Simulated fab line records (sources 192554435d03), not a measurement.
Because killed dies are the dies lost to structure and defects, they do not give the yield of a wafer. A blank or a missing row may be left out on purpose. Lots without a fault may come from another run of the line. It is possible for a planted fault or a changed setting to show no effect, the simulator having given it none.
Problem report, 8D (eight disciplines) form, completed by code | flow n5_finfet | the parts of the form that need people (team, actions taken, sign-off) are left out

## 1. THE ISSUE
Mean of thk_nm at N5_BEOL_M0_SAQP_THK_MEAS_05: 66.7 nm across 3 wafers in 3 lots; on wafers with no fault it is 59.7 nm (standard deviation 0.76). That is +9.2 standard deviations from the usual mean.
First observed at day 8 17:50: wafer L716.1, on film_metro-01. The record holds 24 wafers of 9 lots with a number at this step. By rule, "out" or "out of limits" means more than 4 standard deviations away from the usual mean. The other wafers with a number count as sound.

## 2. WHAT IT IS, AND WHAT IT ISN'T
question                    | is                           | is not
which readings at this step | thk_nm                       | -
which lots                  | L716, L717, L718             | L706, L707, L709, L723, L725, L726
which wafers of those lots  | L716.1, L717.6, L718.6       | L716.5, L717.2, L718.2
read on which gauges        | film_metro-01, film_metro-02 | -
when                        | from day 8 17:50             | up to then (10 sound wafers); but 11 sound wafers of L717, L718, L723, L725, L726 came after

## 3. SUSPECTS, AND WHAT RULES EACH OUT
Counting: any tool at a process step up to the reading remains a suspect provided it ran every lot that is out. Sound lots after the first of them don't rule it out here, since some wafers of a struck lot are sound.
- ruled out: the gauge at N5_BEOL_M0_SAQP_THK_MEAS_05. Those wafers that are out were read across 2 gauges (film_metro-01, film_metro-02).
- pecvd-02 at N5_BEOL_M0_SAQP_PECVD_97 (deposits SiNx from SiH4/NH3/N2, target thk 23 nm, time 19.9 s): kept. Every lot that is out went through it, the first being L716 (day 8 17:43); the last sound lot it ran before that was L709 (day 6 20:29).
- pecvd-02 at N5_BEOL_M0_SAQP_PECVD_04 (deposits a-Si from SiH4/He, target thk 60 nm, time 60.2 s): kept. Every lot that is out went through it, the first being L716 (day 8 17:44); the last sound lot it ran before that was L709 (day 6 20:31).
After counting, pecvd-02 at N5_BEOL_M0_SAQP_PECVD_97 and pecvd-02 at N5_BEOL_M0_SAQP_PECVD_04 remain.

## 4. THE CAUSE (what the simulator had put in)
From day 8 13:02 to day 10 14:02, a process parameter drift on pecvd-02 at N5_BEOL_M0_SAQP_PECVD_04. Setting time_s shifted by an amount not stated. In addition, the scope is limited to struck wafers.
Counting leaves 2 suspects; this tool is one of them.

## 5. SEQUENCE OF EFFECTS, ordered by route
One row per reading whose mean, taken over the struck wafers that have a number, lies over 3 standard deviations from the usual. Scope: only readings with a usual standard deviation given in the record; hours: median across lots of the time from each lot's start at the first step in this table that gives one to its start at this step; sigmas: change in usual standard deviations.
hours | step                            | reading        | usual      | on struck wafers | change | sigmas
0     | N5_BEOL_M0_SAQP_THK_MEAS_05     | thk_nm         | 59.7 nm    | 66.7             | +7.0   | +9.2
2     | N5_BEOL_M0_SAQP_MANDREL_ETCH_20 | oes_product_au | 0.772 a.u. | 0.823            | +0.051 | +4.6
Its process steps:
- N5_BEOL_M0_SAQP_MANDREL_ETCH_20: etches a-Si in HBr/Cl2, stops on SiNx, target depth 60 nm, bt time 10 s, time 30 s.
At these later measuring or inspecting steps, every struck wafer for which the step has a row has a number for every such reading, and none has moved that far: N5_BEOL_M4_RC_MEAS_101.

## 6. HOW IT WOULD HAVE BEEN CAUGHT EARLIER
5 hours passed between the start of the fault at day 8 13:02 and the first reading out of limits at a measuring or inspecting step in this record, taken at day 8 17:50.
No tool reading at N5_BEOL_M0_SAQP_PECVD_04 that has a usual standard deviation in the record was out on any struck wafer, so an alarm limit of 4 standard deviations on those readings would not have fired.
Among the 3 lots that are out, L717, L718 began N5_BEOL_M0_SAQP_PECVD_04 on pecvd-02 after day 8 17:50. A hold on the tool at that time would have spared those 2.
